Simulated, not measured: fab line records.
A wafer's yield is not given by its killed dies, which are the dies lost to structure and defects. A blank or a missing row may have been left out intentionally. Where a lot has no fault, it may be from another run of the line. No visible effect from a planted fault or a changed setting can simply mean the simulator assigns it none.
Matching of chambers    flow nand_harc    NHARC_P_BONDPAD_CMP_32 on cmp-03 has 4 sister chambers
The step polishes SiCN, target thk 200 nm. 4 wafers are shown with their chamber, then 12 later ones without.

WAFERS PAIRED WITH THEIR CHAMBERS
wafer   chamber  motor_current_A (A)
L088.3  0        11.4
L088.6  1        12.1
L090.1  3        12.4
L090.5  2        11.8

WAFERS WHOSE CHAMBER IS MISSING
wafer   motor_current_A (A)
L091.1  12.5
L091.3  11.6
L091.6  11.8
L093.1  11.7
L093.4  12.2
L093.5  12.6
L094.1  12.7
L094.4  11.4
L094.6  11.6
L095.1  12.1
L095.3  11.1
L095.5  12.0

CHAMBER TAKEN BY EACH
wafer   from the rows above           in truth
L091.1  can't be placed: 3 or 1       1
L091.3  can't be placed: 0 or 2 or 1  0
L091.6  can't be placed: 2 or 1       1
L093.1  can't be placed: 2 or 0 or 1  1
L093.4  can't be placed: 1 or 3 or 2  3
L093.5  can't be placed: 3 or 1       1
L094.1  can't be placed: 3 or 1       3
L094.4  0                             0
L094.6  can't be placed: 0 or 2 or 1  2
L095.1  can't be placed: 1 or 2 or 3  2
L095.3  0                             0
L095.5  can't be placed: 1 or 2 or 3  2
Correctly placed: 2 of 12. Unplaceable from these rows: 10, with the true chamber sitting among the candidates in 10. Placed wrongly: 0.
How it was worked out, from the rows above alone: a wafer's distance from a chamber is the root of the sum, over the readings, of the square of ((its reading less the chamber's mean) divided by the reading's scatter). If the next closest chamber is less than 2 further off than the closest, the wafer can't be placed; otherwise it belongs to the closest. For every chamber, the mean is computed from those of its wafers that are shown. The scatter: root of mean squared gap, hidden wafer to nearest shown wafer, with one shown wafer a chamber.
